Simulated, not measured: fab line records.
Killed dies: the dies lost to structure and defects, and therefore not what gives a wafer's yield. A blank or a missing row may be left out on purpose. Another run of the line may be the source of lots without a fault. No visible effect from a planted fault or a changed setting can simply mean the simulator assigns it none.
fab line records | flow n5-finfet | part 1 of 2: steps 1 to 26 of 31
record lots=5 | wafers=15 | last-day=17
route steps=1938 shown BEOL_M7@1322 BEOL_M8@1332
lots with no fault: from the same line, run without faults
start-h: the number of hours between the record's first day and the start of the first shown wafer of the lot | wait-h: hours from the lot's prior step to this one | " identical to the entry in the row above | L1.1+2: several wafers, shown together as one row | - no value, or no start given | * or withheld: withheld | < > ~ a bound
route shown NAME@n: a module of which the file shows steps, and the number in the route of the first | usual: average and standard deviation across the fault-free wafers | same: alike in all rows | chamber/n: place in a boat | sites: per-site readings | _std_site: standard deviation across them | _edge_site: inner sites' mean taken away from outer sites' mean | radius-mm: for every site, how far away it sits from the centre of the wafer | mask NAME#n: copy n | behind: the last tool/chamber to shape the wafer | hold: the reason the lot was held/the length of the hold in hours/how it ended | device: the n, p or np transistor that did not switch | end of line: at the end of the route, the tests of the same wafers | for a step that has no rows: nothing shown but its recipe | killed: the dies lost at the first sort to structure and to defects; this is not the yield of the wafer | map: a wafer's dies, marking killed ones x, the rest . and places with no die _
set.NAME: the setting the step ran with; set.NAME@STEP: the setting that earlier step ran with | model.NAME: the simulator's own value behind a step, which no gauge read
certain route steps with their lots: each step a table, each wafer a row
services: when a tool's chamber went out of use (start-h, in hours from the record's first day, below 0 if earlier), for how many hours, and the reason
## steps
# step N5_BEOL_M7_CVD_78
# recipe material=Co | target-thk-a=20 | temp-c=withheld | precursor=CCTBA/H2 | pressure-torr=30 | time-s=142.3
lot.wafer | tool      | chamber | start-h | wait-h | since-wet-clean-h
L077.3    | cvd-co-02 | 1       | 210.51  | 0.1    | 74
L077.4    | "         | 0       | "       | "      | -
L077.6    | "         | 1       | "       | "      | -
L079.1    | cvd-co-02 | 2       | 222.53  | 0.0    | 523
L079.2    | "         | 0       | "       | "      | 983
L079.5    | "         | 2       | "       | "      | -
L083.4    | cvd-co-01 | 0       | 243.34  | 0.1    | -
L083.5    | "         | 1       | "       | "      | -
L083.6    | "         | 2       | "       | "      | -
L091.1    | cvd-co-01 | 2       | 307.46  | 0.3    | 389
L091.3    | "         | 0       | "       | "      | 849
L091.4    | "         | 2       | "       | "      | -
L096.2    | cvd-co-02 | 1       | 337.21  | 0.1    | 201
L096.3    | "         | 2       | "       | "      | 638
L096.6    | "         | 0       | "       | "      | -
# step N5_BEOL_M7_SPUTTER_48
# recipe material=Cu | target-thk-a=100 | temp-c=-20 | bias-v=60 | power-w=26000 | chamber-pressure-pa=0.13 | time-s=1.667
# usual chuck-sensor-temp-C=-16.2/0.49 | susceptor-temp-C=-20.01/0.1 | throttle-valve-pct=29.8/0.8
lot.wafer | tool           | chamber | start-h | wait-h | chuck-sensor-temp-C | susceptor-temp-C | throttle-valve-pct
L077.3    | pvd-sputter-01 | -       | 210.64  | 0.1    | -15.5               | -19.84           | 30.7
L077.4    | "              | -       | "       | "      | -16.4               | -19.96           | 29.9
L077.6    | "              | -       | "       | "      | -15.4               | -19.95           | 31.0
L079.1    | pvd-sputter-03 | -       | 222.64  | 0.1    | -15.8               | -20.00           | 29.3
L079.2    | "              | -       | "       | "      | -16.3               | -20.16           | 29.5
L079.5    | "              | -       | "       | "      | -16.9               | -20.20           | 29.1
L083.4    | pvd-sputter-02 | -       | 243.45  | 0.1    | -16.0               | -20.06           | 29.8
L083.5    | "              | -       | "       | "      | -15.7               | -20.13           | 29.2
L083.6    | "              | -       | "       | "      | -16.7               | -20.03           | 28.8
L091.1    | pvd-sputter-01 | -       | 307.76  | 0.3    | -16.3               | -20.06           | 30.3
L091.3    | "              | -       | "       | "      | -15.5               | -19.94           | 30.8
L091.4    | "              | -       | "       | "      | -16.6               | -19.99           | 29.7
L096.2    | pvd-sputter-02 | -       | 337.48  | 0.2    | -16.0               | -20.04           | 29.2
L096.3    | "              | -       | "       | "      | -16.7               | -19.91           | 28.6
L096.6    | "              | -       | "       | "      | -16.6               | -19.83           | 28.5
# step N5_BEOL_M7_ECD_50
# recipe material=Cu | target-thk-a=3000
lot.wafer  | tool      | chamber | start-h | wait-h
L077.3+4+6 | ecd-cu-02 | 0,1,1   | 210.79  | 0.1
L079.1+2+5 | ecd-cu-01 | 0,1,0   | 222.76  | 0.1
L083.4+5+6 | ecd-cu-02 | 0,1,0   | 243.61  | 0.1
L091.1+3+4 | ecd-cu-01 | 1,0,1   | 307.88  | 0.1
L096.2+3+6 | ecd-cu-01 | 1,1,0   | 337.59  | 0.1
# step N5_BEOL_M7_ANNEAL_51
# recipe temp-c=225 | time-s=90 | ambient=N2
# usual wafer_temp_C_max=225.65/0.23
lot.wafer | tool          | chamber | start-h | wait-h | wafer_temp_C_max
L077.3    | rtp-anneal-02 | 0       | 215.17  | 4.4    | 225.75
L077.4    | "             | 0       | "       | "      | 226.17
L077.6    | "             | 0       | "       | "      | 225.79
L079.1    | rtp-anneal-02 | 0       | 225.70  | 2.9    | 225.48
L079.2    | "             | 0       | "       | "      | 225.40
L079.5    | "             | 0       | "       | "      | 225.73
L083.4    | rtp-anneal-01 | 0       | 244.01  | 0.4    | 225.16
L083.5    | "             | 0       | "       | "      | 225.24
L083.6    | "             | 0       | "       | "      | 225.49
L091.1    | rtp-anneal-01 | 0       | 308.40  | 0.5    | 225.49
L091.3    | "             | 0       | "       | "      | 225.57
L091.4    | "             | 0       | "       | "      | 225.86
L096.2    | rtp-anneal-02 | 0       | 338.11  | 0.5    | 225.41
L096.3    | "             | 0       | "       | "      | 225.52
L096.6    | "             | 0       | "       | "      | 225.73
# step N5_BEOL_M7_CMP_52
# recipe stop-on=SiCOH_lowk | t-overpolish-s=6.9 | down-force-psi=1 | platen-rpm=50 | clearing-platen-down-force-psi=1.5 | clearing-platen-rpm=50 | post-cmp-clean=cu-alkaline | target-thk-nm=80 | clearing-platen-pad-velocity-m-s=0.99484 | pad-velocity-m-s=0.99484
# usual barrier-field-endpoint-s=29.0/0.71 | motor-current-A=6.0/0.6 | overpolish-run-s=6.900/0.0089 | time-to-endpoint-s=63/3.1
lot.wafer | tool   | chamber | start-h | wait-h | barrier-field-endpoint-s | motor-current-A | overpolish-run-s | time-to-endpoint-s
L077.3    | cmp-03 | 1       | 215.38  | 0.2    | 28.5                     | 5.5             | 6.901            | 61
L077.4    | "      | 2       | "       | "      | 28.5                     | 5.6             | 6.899            | 59
L077.6    | "      | 1       | "       | "      | 28.0                     | 5.3             | 6.909            | 61
L079.1    | cmp-02 | 0       | 226.04  | 0.3    | 29.8                     | 6.4             | 6.893            | 66
L079.2    | "      | 1       | "       | "      | 30.2                     | 5.0             | 6.901            | 69
L079.5    | "      | 0       | "       | "      | 29.8                     | 6.5             | 6.900            | 71
L083.4    | cmp-02 | 3       | 244.22  | 0.2    | 29.2                     | 5.8             | 6.914            | 64
L083.5    | "      | 2       | "       | "      | 29.2                     | 5.7             | 6.878            | 62
L083.6    | "      | 3       | "       | "      | 29.3                     | 5.6             | 6.897            | 64
L091.3    | cmp-03 | 1       | 308.74  | 0.2    | 29.7                     | 5.3             | 6.900            | 61
L091.1    | "      | 2       | "       | "      | 28.2                     | 5.8             | 6.900            | 62
L091.4    | "      | 3       | "       | "      | 28.9                     | 7.4             | 6.903            | 61
L096.3    | cmp-01 | 3       | 338.37  | 0.2    | 29.2                     | 5.6             | 6.916            | 63
L096.2    | "      | 1       | "       | "      | 29.1                     | 5.7             | 6.894            | 59
L096.6    | "      | 0       | "       | "      | 29.9                     | 6.2             | 6.889            | 65
# step N5_BEOL_M7_THK_MEAS_53
# recipe thk-meas-gauge=xrf | reads=Cu_of_BEOL_M7_ECD_50
# usual M7_THK=79.9/1.8
lot.wafer | tool          | chamber | start-h | wait-h | M7_THK[nm]
L077.3    | film-metro-02 | -       | 215.68  | -      | 78.0
L077.4    | "             | -       | "       | "      | 78.5
L077.6    | "             | -       | "       | "      | 77.9
L079.1    | film-metro-02 | -       | 226.30  | -      | 79.6
L079.2    | "             | -       | "       | "      | 81.6
L079.5    | "             | -       | "       | "      | 80.8
L083.4    | film-metro-02 | -       | 244.48  | -      | 78.6
L083.5    | "             | -       | "       | "      | 80.5
L083.6    | "             | -       | "       | "      | 82.0
L091.1    | film-metro-01 | -       | 309.00  | -      | 82.3
L091.3    | "             | -       | "       | "      | 80.1
L091.4    | "             | -       | "       | "      | 81.4
L096.2    | film-metro-02 | -       | 338.66  | -      | 77.9
L096.3    | "             | -       | "       | "      | 77.2
L096.6    | "             | -       | "       | "      | 82.7
# step N5_BEOL_M7_PRE_CLEAN_55
# recipe gas=NH3 | time-s=15 | temp-c=withheld | rf-power-w=300
lot.wafer | tool     | chamber | start-h | wait-h | since-wet-clean-h
L077.3    | pecvd-02 | 1       | 215.71  | 0.0    | 1645
L077.4    | "        | 2       | "       | "      | -
L077.6    | "        | 1       | "       | "      | -
L079.1    | pecvd-02 | 2       | 226.33  | 0.0    | 176
L079.2    | "        | 0       | "       | "      | 930
L079.5    | "        | 0       | "       | "      | -
L083.4    | pecvd-02 | 0       | 244.53  | 0.0    | -
L083.5    | "        | 2       | "       | "      | -
L083.6    | "        | 1       | "       | "      | -
L091.1    | pecvd-03 | 2       | 309.03  | 0.0    | 440
L091.3    | "        | 1       | "       | "      | 1919
L091.4    | "        | 2       | "       | "      | -
L096.2    | pecvd-02 | 1       | 338.70  | 0.0    | 1768
L096.3    | "        | 2       | "       | "      | 289
L096.6    | "        | 2       | "       | "      | -
# step N5_BEOL_M7_DEP_56
# recipe material=SiCN | target-thk-a=100 | temp-c=withheld | precursor=3MS/NH3 | pressure-torr=3 | rf-w=202 | time-s=17.5
# usual showerhead-plenum-p-Torr=3.661/0.012 | throttle-valve-pct=8.9/0.53
lot.wafer | tool     | chamber | start-h | wait-h | showerhead-plenum-p-Torr | since-wet-clean-h | throttle-valve-pct
L077.3    | pecvd-02 | 1       | 215.74  | 0.0    | 3.641                    | 1645              | 8.4
L077.4    | "        | 2       | "       | "      | 3.665                    | -                 | 8.5
L077.6    | "        | 1       | "       | "      | 3.643                    | -                 | 8.3
L079.1    | pecvd-02 | 2       | 226.36  | 0.0    | 3.668                    | 176               | 8.3
L079.2    | "        | 0       | "       | "      | 3.652                    | 930               | 8.6
L079.5    | "        | 0       | "       | "      | 3.650                    | -                 | 8.5
L083.4    | pecvd-02 | 0       | 244.56  | 0.0    | 3.664                    | -                 | 8.5
L083.5    | "        | 2       | "       | "      | 3.667                    | -                 | 8.4
L083.6    | "        | 1       | "       | "      | 3.638                    | -                 | 8.2
L091.1    | pecvd-03 | 2       | 309.06  | 0.0    | 3.654                    | 440               | 8.8
L091.3    | "        | 1       | "       | "      | 3.670                    | 1919              | 8.9
L091.4    | "        | 2       | "       | "      | 3.657                    | -                 | 9.1
L096.2    | pecvd-02 | 1       | 338.72  | 0.0    | 3.647                    | 1768              | 8.1
L096.3    | "        | 2       | "       | "      | 3.661                    | 289               | 8.4
L096.6    | "        | 2       | "       | "      | 3.674                    | -                 | 8.2
# step N5_BEOL_M7_RS_MEAS_57
# recipe thk-meas-gauge=four-point-probe | reads=Cu_of_BEOL_M7_ECD_50+Co_of_BEOL_M7_CVD_78+TaN_of_BEOL_M7_ALD_77
# usual M7_RS=0.285/0.0076
lot.wafer | tool          | chamber | start-h | wait-h | M7_RS[ohm/sq]
L077.3    | film-metro-02 | -       | 215.81  | 0.1    | 0.292
L077.4    | "             | -       | "       | "      | 0.291
L077.6    | "             | -       | "       | "      | 0.293
L079.1    | film-metro-02 | -       | 226.43  | 0.1    | 0.286
L079.2    | "             | -       | "       | "      | 0.276
L079.5    | "             | -       | "       | "      | 0.280
L083.4    | film-metro-02 | -       | 244.61  | 0.0    | 0.288
L083.5    | "             | -       | "       | "      | 0.283
L083.6    | "             | -       | "       | "      | 0.275
L091.1    | film-metro-01 | -       | 309.13  | 0.1    | 0.277
L091.3    | "             | -       | "       | "      | 0.285
L091.4    | "             | -       | "       | "      | 0.279
L096.2    | film-metro-02 | -       | 338.79  | 0.1    | 0.292
L096.3    | "             | -       | "       | "      | 0.293
L096.6    | "             | -       | "       | "      | 0.272
# step N5_BEOL_M7_INSPECT_58
# recipe inspect-instrument=darkfield | mode=post-dep
# usual raw-defect-count=72/24
lot.wafer | tool              | chamber | start-h | wait-h | raw-defect-count
L077.3    | defect-inspect-02 | -       | 215.83  | 0.0    | 57
L077.4    | "                 | -       | "       | "      | 45
L077.6    | "                 | -       | "       | "      | 51
L079.1    | defect-inspect-01 | -       | 226.45  | 0.0    | 60
L079.2    | "                 | -       | "       | "      | 51
L079.5    | "                 | -       | "       | "      | 104
L083.4    | defect-inspect-02 | -       | 244.64  | 0.0    | 79
L083.5    | "                 | -       | "       | "      | 56
L083.6    | "                 | -       | "       | "      | 58
L091.1    | defect-inspect-02 | -       | 309.15  | 0.0    | 49
L091.3    | "                 | -       | "       | "      | 63
L091.4    | "                 | -       | "       | "      | 37
L096.2    | defect-inspect-01 | -       | 338.82  | 0.0    | 58
L096.3    | "                 | -       | "       | "      | 65
L096.6    | "                 | -       | "       | "      | 64
# step N5_BEOL_M8_ILD_DEP_00
# recipe material=SiCOH_lowk | target-thk-a=1797.5 | temp-c=300 | precursor=DEMS/porogen | pressure-torr=5 | rf-w=500 | time-s=33.4
# usual heater-power-outer-w=150/47 | heater-power-w=316/67 | showerhead-plenum-p-Torr=5.733/0.018 | susceptor-temp-C=299.99/0.18 | throttle-valve-pct=13.3/0.79
lot.wafer | tool     | chamber | start-h | wait-h | heater-power-outer-w | heater-power-w | showerhead-plenum-p-Torr | since-wet-clean-h | susceptor-temp-C | throttle-valve-pct
L077.3    | pecvd-04 | 1       | 215.89  | 0.1    | 81                   | 204            | 5.725                    | -                 | 299.87           | 13.8
L077.4    | "        | 0       | "       | "      | 114                  | 251            | 5.715                    | -                 | 300.03           | 13.2
L077.6    | "        | 1       | "       | "      | 81                   | 205            | 5.701                    | -                 | 300.14           | 14.1
L079.1    | pecvd-04 | 1       | 226.49  | 0.0    | 86                   | 213            | 5.714                    | 1474              | 300.16           | 14.1
L079.2    | "        | 0       | "       | "      | 73                   | 194            | 5.727                    | 749               | 299.75           | 13.2
L079.5    | "        | 1       | "       | "      | 49                   | 160            | 5.709                    | -                 | 300.32           | 14.2
L083.4    | pecvd-04 | 1       | 244.70  | 0.1    | 82                   | 210            | 5.709                    | -                 | 300.03           | 13.9
L083.5    | "        | 2       | "       | "      | 177                  | 362            | 5.762                    | -                 | 299.89           | 11.9
L083.6    | "        | 0       | "       | "      | 104                  | 244            | 5.717                    | -                 | 299.95           | 13.3
L091.1    | pecvd-01 | 2       | 309.19  | 0.0    | 176                  | 358            | 5.761                    | 622               | 300.08           | 13.7
L091.3    | "        | 0       | "       | "      | 157                  | 321            | 5.762                    | 1376              | 300.19           | 15.4
L091.4    | "        | 2       | "       | "      | 178                  | 360            | 5.745                    | -                 | 300.09           | 13.4
L096.2    | pecvd-01 | 1       | 338.85  | 0.0    | 139                  | 319            | 5.737                    | 2130              | 300.07           | 13.5
L096.3    | "        | 2       | "       | "      | 226                  | 423            | 5.750                    | 651               | 299.89           | 13.6
L096.6    | "        | 1       | "       | "      | 146                  | 323            | 5.746                    | -                 | 299.98           | 13.6
# step N5_BEOL_M8_CURE_74
# recipe temp-c=385 | time-s=240 | ambient=He/Ar | material=SiCOH_lowk
# usual lamp-power-pct=52.31/0.049 | wafer_temp_C_max=387.0/0.69
lot.wafer | tool       | chamber | start-h | wait-h | lamp-power-pct | wafer_temp_C_max
L077.3    | uv-cure-03 | 0       | 216.28  | 0.4    | 52.27          | 386.2
L077.4    | "          | 0       | "       | "      | 52.34          | 386.9
L077.6    | "          | 0       | "       | "      | 52.27          | 387.1
L079.1    | uv-cure-03 | 1       | 226.58  | 0.1    | 52.36          | 385.7
L079.2    | "          | 1       | "       | "      | 52.28          | 386.2
L079.5    | "          | 1       | "       | "      | 52.36          | 385.9
L083.4    | uv-cure-03 | 2       | 244.98  | 0.3    | 52.35          | 386.6
L083.5    | "          | 2       | "       | "      | 52.26          | 386.8
L083.6    | "          | 2       | "       | "      | 52.26          | 386.8
L091.1    | uv-cure-02 | 0       | 309.25  | 0.0    | 52.29          | 387.2
L091.3    | "          | 0       | "       | "      | 52.35          | 387.8
L091.4    | "          | 0       | "       | "      | 52.30          | 388.0
L096.2    | uv-cure-02 | 1       | 339.00  | 0.1    | 52.35          | 386.7
L096.3    | "          | 1       | "       | "      | 52.28          | 387.3
L096.6    | "          | 1       | "       | "      | 52.26          | 387.3
# step N5_BEOL_M8_THK_MEAS_01
# recipe reads=SiCOH_lowk_of_BEOL_M8_ILD_DEP_00
# usual M8_ILD_THK=154.2/2
lot.wafer | tool          | chamber | start-h | wait-h | M8_ILD_THK[nm]
L077.3    | film-metro-02 | -       | 216.95  | 0.5    | 155.5
L077.4    | "             | -       | "       | "      | 155.3
L077.6    | "             | -       | "       | "      | 154.5
L079.1    | film-metro-02 | -       | 227.09  | 0.4    | 154.9
L079.2    | "             | -       | "       | "      | 153.3
L079.5    | "             | -       | "       | "      | 155.7
L083.4    | film-metro-01 | -       | 245.25  | 0.2    | 154.5
L083.5    | "             | -       | "       | "      | 153.3
L083.6    | "             | -       | "       | "      | 153.9
L091.1    | film-metro-01 | -       | 310.25  | 0.8    | 154.6
L091.3    | "             | -       | "       | "      | 155.9
L091.4    | "             | -       | "       | "      | 156.9
L096.2    | film-metro-02 | -       | 339.43  | 0.4    | 153.1
L096.3    | "             | -       | "       | "      | 153.0
L096.6    | "             | -       | "       | "      | 155.7
# step N5_BEOL_M8_PECVD_70
# recipe material=SiO2 | target-thk-a=200 | temp-c=400 | precursor=TEOS/O2 | pressure-torr=5.5 | rf-w=450 | teos-flow-sccm=53.8 | gas=O2 | flow-sccm=3000 | time-s=22.7
# usual heater-power-outer-w=441/98 | heater-power-w=728/140 | showerhead-plenum-p-Torr=8.76/0.072 | susceptor-temp-C=399.98/0.2 | throttle-valve-pct=21.6/1.3
lot.wafer | tool     | chamber | start-h | wait-h | heater-power-outer-w | heater-power-w | showerhead-plenum-p-Torr | since-wet-clean-h | susceptor-temp-C | throttle-valve-pct
L077.3    | pecvd-01 | 2       | 216.99  | 0.0    | 490                  | 812            | 8.83                     | 529               | 399.69           | 21.9
L077.4    | "        | 0       | "       | "      | 520                  | 864            | 8.84                     | -                 | 399.92           | 24.3
L077.6    | "        | 1       | "       | "      | 467                  | 785            | 8.76                     | -                 | 399.94           | 21.5
L079.1    | pecvd-02 | 0       | 227.13  | 0.0    | 509                  | 790            | 8.71                     | 931               | 399.61           | 21.1
L079.2    | "        | 2       | "       | "      | 536                  | 857            | 8.81                     | 177               | 399.83           | 20.3
L079.5    | "        | 0       | "       | "      | 508                  | 804            | 8.72                     | -                 | 400.03           | 21.6
L083.4    | pecvd-04 | 0       | 245.31  | 0.1    | 307                  | 521            | 8.73                     | -                 | 400.03           | 21.6
L083.5    | "        | 2       | "       | "      | 566                  | 874            | 8.90                     | -                 | 400.29           | 19.3
L083.6    | "        | 1       | "       | "      | 271                  | 479            | 8.66                     | -                 | 399.94           | 22.8
L091.1    | pecvd-01 | 2       | 310.28  | 0.0    | 556                  | 884            | 8.81                     | 623               | 399.84           | 22.0
L091.3    | "        | 0       | "       | "      | 485                  | 796            | 8.81                     | 1377              | 399.73           | 24.2
L091.4    | "        | 1       | "       | "      | 429                  | 778            | 8.76                     | -                 | 400.19           | 21.5
L096.2    | pecvd-02 | 0       | 339.47  | 0.0    | 525                  | 801            | 8.75                     | 1043              | 400.16           | 21.3
L096.3    | "        | 1       | "       | "      | 357                  | 676            | 8.65                     | 1768              | 400.10           | 20.7
L096.6    | "        | 0       | "       | "      | 512                  | 806            | 8.70                     | -                 | 399.81           | 21.2
# step N5_BEOL_M8_HM_DEP_02
# recipe material=TiN | target-thk-a=200 | temp-c=25 | chamber-pressure-pa=0.49996
# usual susceptor-temp-C=24.99/0.11 | throttle-valve-pct=29.9/0.8
lot.wafer | tool           | chamber | start-h | wait-h | susceptor-temp-C | throttle-valve-pct
L077.3    | pvd-sputter-03 | -       | 217.30  | 0.3    | 25.03            | 30.2
L077.4    | "              | -       | "       | "      | 25.02            | 29.7
L077.6    | "              | -       | "       | "      | 24.94            | 29.5
L079.1    | pvd-sputter-03 | -       | 227.91  | 0.8    | 24.86            | 29.4
L079.2    | "              | -       | "       | "      | 24.93            | 29.5
L079.5    | "              | -       | "       | "      | 24.94            | 29.5
L083.4    | pvd-sputter-03 | -       | 247.34  | 2.0    | 24.92            | 30.6
L083.5    | "              | -       | "       | "      | 25.05            | 29.2
L083.6    | "              | -       | "       | "      | 24.82            | 30.5
L091.1    | pvd-sputter-02 | -       | 311.55  | 1.2    | 25.10            | 28.6
L091.3    | "              | -       | "       | "      | 25.09            | 29.3
L091.4    | "              | -       | "       | "      | 25.09            | 31.2
L096.2    | pvd-sputter-01 | -       | 340.93  | 1.4    | 24.93            | 29.8
L096.3    | "              | -       | "       | "      | 25.05            | 29.4
L096.6    | "              | -       | "       | "      | 24.96            | 30.0
# step N5_BEOL_M8_COAT_59
# recipe resist=SOC | temp-c=250 | time-s=60 | spin-rpm=1500 | resist-thk-nm=100
lot.wafer  | tool           | chamber | start-h | wait-h
L077.3+4+6 | litho-track-03 | 0       | 217.42  | 0.1
L079.1+2+5 | litho-track-03 | 0       | 228.03  | 0.1
L083.4+5+6 | litho-track-05 | 0       | 247.46  | 0.1
L091.1+3+4 | litho-track-02 | 0       | 311.68  | 0.1
L096.2+3+6 | litho-track-02 | 0       | 341.06  | 0.1
# step N5_BEOL_M8_COAT_60
# recipe resist=SiARC | temp-c=220 | time-s=60 | spin-rpm=1500 | resist-thk-nm=35
lot.wafer  | tool           | chamber | start-h | wait-h
L077.3+4+6 | litho-track-03 | 0       | -       | -
L079.1+2+5 | litho-track-03 | 0       | -       | -
L083.4+5+6 | litho-track-05 | 0       | -       | -
L091.1+3+4 | litho-track-02 | 0       | -       | -
L096.2+3+6 | litho-track-02 | 0       | -       | -
# step N5_BEOL_M8_COAT_05
# recipe resist=CAR-ArF | spin-rpm=1500 | resist-thk-nm=90
lot.wafer  | tool           | chamber | start-h | wait-h
L077.3+4+6 | litho-track-03 | 0       | -       | -
L079.1+2+5 | litho-track-03 | 0       | -       | -
L083.4+5+6 | litho-track-05 | 0       | -       | -
L091.1+3+4 | litho-track-02 | 0       | -       | -
L096.2+3+6 | litho-track-02 | 0       | -       | -
# step N5_BEOL_M8_EBR_07
# recipe solvent=PGMEA | ebr-width-mm=1.5
lot.wafer  | tool           | chamber | start-h | wait-h
L077.3+4+6 | litho-track-03 | 0       | -       | -
L079.1+2+5 | litho-track-03 | 0       | -       | -
L083.4+5+6 | litho-track-05 | 0       | -       | -
L091.1+3+4 | litho-track-02 | 0       | -       | -
L096.2+3+6 | litho-track-02 | 0       | -       | -
# step N5_BEOL_M8_SOFTBAKE_06
# recipe temp-c=110 | time-s=60 | resist=CAR-ArF
lot.wafer  | tool           | chamber | start-h | wait-h
L077.3+4+6 | litho-track-03 | 0       | -       | -
L079.1+2+5 | litho-track-03 | 0       | -       | -
L083.4+5+6 | litho-track-05 | 0       | -       | -
L091.1+3+4 | litho-track-02 | 0       | -       | -
L096.2+3+6 | litho-track-02 | 0       | -       | -
# step N5_BEOL_M8_EXPOSE_08
# recipe mask-id=M8 | na=1.35 | source-shape=dipole | sigma-inner=0.817 | sigma-outer=0.97 | polarization=te | dose-mj=68.25
# usual stage-vel-mm-s=500.07/0.26
lot.wafer | tool            | chamber | start-h | wait-h | mask | stage-vel-mm-s
L077.3    | arfi-scanner-01 | 0       | 217.68  | -      | M8#0 | 500.06
L077.4    | "               | 0       | "       | "      | M8#0 | 500.20
L077.6    | "               | 0       | "       | "      | M8#0 | 500.15
L079.1    | arfi-scanner-02 | 0       | 228.15  | -      | M8#0 | 500.27
L079.2    | "               | 0       | "       | "      | M8#0 | 500.11
L079.5    | "               | 0       | "       | "      | M8#0 | 500.00
L083.4    | arfi-scanner-02 | 0       | 247.60  | -      | M8#0 | 500.50
L083.5    | "               | 0       | "       | "      | M8#0 | 500.11
L083.6    | "               | 0       | "       | "      | M8#0 | 500.22
L091.1    | arfi-scanner-01 | 0       | 311.92  | -      | M8#0 | 500.02
L091.3    | "               | 0       | "       | "      | M8#0 | 500.22
L091.4    | "               | 0       | "       | "      | M8#0 | 500.34
L096.2    | arfi-scanner-01 | 0       | 341.31  | -      | M8#0 | 500.19
L096.3    | "               | 0       | "       | "      | M8#0 | 500.18
L096.6    | "               | 0       | "       | "      | M8#0 | 500.34
# step N5_BEOL_M8_PEB_09
# recipe peb-temp-c=withheld | peb-time-s=60 | resist=CAR-ArF
lot.wafer  | tool           | chamber | start-h | wait-h
L077.3+4+6 | litho-track-02 | 0       | 217.73  | 0.0
L079.1+2+5 | litho-track-03 | 0       | 228.21  | 0.1
L083.4+5+6 | litho-track-02 | 0       | 247.65  | 0.0
L091.1+3+4 | litho-track-05 | 0       | 311.98  | 0.1
L096.2+3+6 | litho-track-02 | 0       | 341.37  | 0.0
# step N5_BEOL_M8_DEVELOP_10
# recipe develop-time-s=30 | developer=TMAH | resist=CAR-ArF | rinse-liquid=diw | dry=air-spin | dev-temp-c=23
lot.wafer  | tool           | chamber | start-h | wait-h
L077.3+4+6 | litho-track-02 | 0       | -       | -
L079.1+2+5 | litho-track-03 | 0       | -       | -
L083.4+5+6 | litho-track-02 | 0       | -       | -
L091.1+3+4 | litho-track-05 | 0       | -       | -
L096.2+3+6 | litho-track-02 | 0       | -       | -
# step N5_BEOL_M8_CD_MEAS_11
# recipe target-cd-nm=38.5 | landing-energy-ev=500 | detector=se-inlens | polarity=opening
# usual cd-nm=38.5/0.44
lot.wafer | tool      | chamber | start-h | wait-h | cd-nm
L077.3    | cd-sem-03 | 0       | 217.80  | -      | 38.3
L077.4    | "         | 0       | "       | "      | 38.4
L077.6    | "         | 0       | "       | "      | 38.6
L079.1    | cd-sem-02 | 0       | 228.28  | -      | 39.2
L079.2    | "         | 0       | "       | "      | 38.9
L079.5    | "         | 0       | "       | "      | 38.7
L083.4    | cd-sem-01 | 0       | 247.71  | -      | 38.6
L083.5    | "         | 0       | "       | "      | 38.7
L083.6    | "         | 0       | "       | "      | 39.6
L091.1    | cd-sem-02 | 0       | 312.05  | -      | 38.3
L091.3    | "         | 0       | "       | "      | 38.6
L091.4    | "         | 0       | "       | "      | 37.9
L096.2    | cd-sem-02 | 0       | 341.43  | -      | 38.6
L096.3    | "         | 0       | "       | "      | 37.9
L096.6    | "         | 0       | "       | "      | 38.1
# step N5_BEOL_M8_OVL_MEAS_12
# recipe points-per-wafer=44
# usual M8_OVL=0.3/0.66
lot.wafer | tool       | chamber | start-h | wait-h | M8_OVL[nm]
L077.3    | overlay-01 | 0       | 217.82  | 0.0    | 0.3
L077.4    | "          | 0       | "       | "      | 1.1
L077.6    | "          | 0       | "       | "      | -0.6
L079.1    | overlay-01 | 0       | 228.31  | 0.0    | 1.1
L079.2    | "          | 0       | "       | "      | 1.1
L079.5    | "          | 0       | "       | "      | 1.0
L083.4    | overlay-01 | 0       | 247.74  | 0.0    | 1.4
L083.5    | "          | 0       | "       | "      | 1.3
L083.6    | "          | 0       | "       | "      | 1.3
L091.1    | overlay-02 | 0       | 312.09  | 0.0    | 1.1
L091.3    | "          | 0       | "       | "      | 0.7
L091.4    | "          | 0       | "       | "      | 0.7
L096.2    | overlay-02 | 0       | 341.46  | 0.0    | 1.5
L096.3    | "          | 0       | "       | "      | 1.3
L096.6    | "          | 0       | "       | "      | 1.1
# step N5_BEOL_M8_INSPECT_13
# recipe mode=adi | inspect-instrument=brightfield
# usual raw-defect-count=376/70
lot.wafer | tool              | chamber | start-h | wait-h | raw-defect-count
L077.3    | defect-inspect-01 | -       | 217.85  | 0.0    | 399
L077.4    | "                 | -       | "       | "      | 305
L077.6    | "                 | -       | "       | "      | 307
L079.1    | defect-inspect-02 | -       | 228.33  | 0.0    | 332
L079.2    | "                 | -       | "       | "      | 309
L079.5    | "                 | -       | "       | "      | 458
L083.4    | defect-inspect-01 | -       | 247.77  | 0.0    | 314
L083.5    | "                 | -       | "       | "      | 329
L083.6    | "                 | -       | "       | "      | 306
L091.1    | defect-inspect-01 | -       | 312.11  | 0.0    | 400
L091.3    | "                 | -       | "       | "      | 374
L091.4    | "                 | -       | "       | "      | 331
L096.2    | defect-inspect-01 | -       | 341.49  | 0.0    | 480
L096.3    | "                 | -       | "       | "      | 483
L096.6    | "                 | -       | "       | "      | 455
